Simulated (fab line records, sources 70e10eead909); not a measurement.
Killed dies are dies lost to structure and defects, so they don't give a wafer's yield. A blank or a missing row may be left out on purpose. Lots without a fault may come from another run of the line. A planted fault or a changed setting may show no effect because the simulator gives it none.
Which tool did it? | flow nand_harc | 12 lots, 36 wafers sampled, at 1 step of a route of 1302

WHAT THE GAUGES READ, wafer by wafer
NHARC_A_DECK1_JOINT_INSPECT_05.
lot  | measured     | on                | raw_defect_count
L075 | day 12 17:51 | defect_inspect-02 | 207 162 264
L077 | day 13 10:59 | defect_inspect-01 | 642 387 258
L079 | day 14 09:48 | defect_inspect-01 | 149 158 332
L080 | day 15 01:07 | defect_inspect-01 | 311 392 309
L084 | day 16 17:46 | defect_inspect-02 | 528 180 404
L085 | day 17 09:16 | defect_inspect-02 | 368 319 422
L087 | day 18 17:34 | defect_inspect-01 | 235 229 175
L088 | day 18 17:43 | defect_inspect-01 | 291 226 230
L091 | day 19 17:29 | defect_inspect-02 | 345 244 279
L093 | day 20 04:26 | defect_inspect-01 | 390 318 631
L095 | day 21 00:56 | defect_inspect-02 | 428 230 274
L097 | day 22 08:55 | defect_inspect-01 | 220 191 217

WHICH TOOL RAN EACH LOT (tool, then ch and the chambers of the sampled wafers, then the start)
The record holds no process step before these readings.

THE ANSWER, worked out from the rows above alone
Rule: what is usual is taken from the lots themselves. Put in order of their means at a reading, lots are off if they are a third of the lots or fewer, leave a main group of 4 or more, and stand apart from it by a gap of 3 or more times the standard deviation of the main group's means; of several such gaps the widest counts. A main group whose means are all the same, to the digits that the tables above print for the reading, isn't used. A lot without any number at a reading at which 4 lots or more have one is off too. The other lots that the step has rows for count as sound.
No lot is off at any reading shown: from this, nothing can be told.

WHAT THE SIMULATOR HAD PUT IN
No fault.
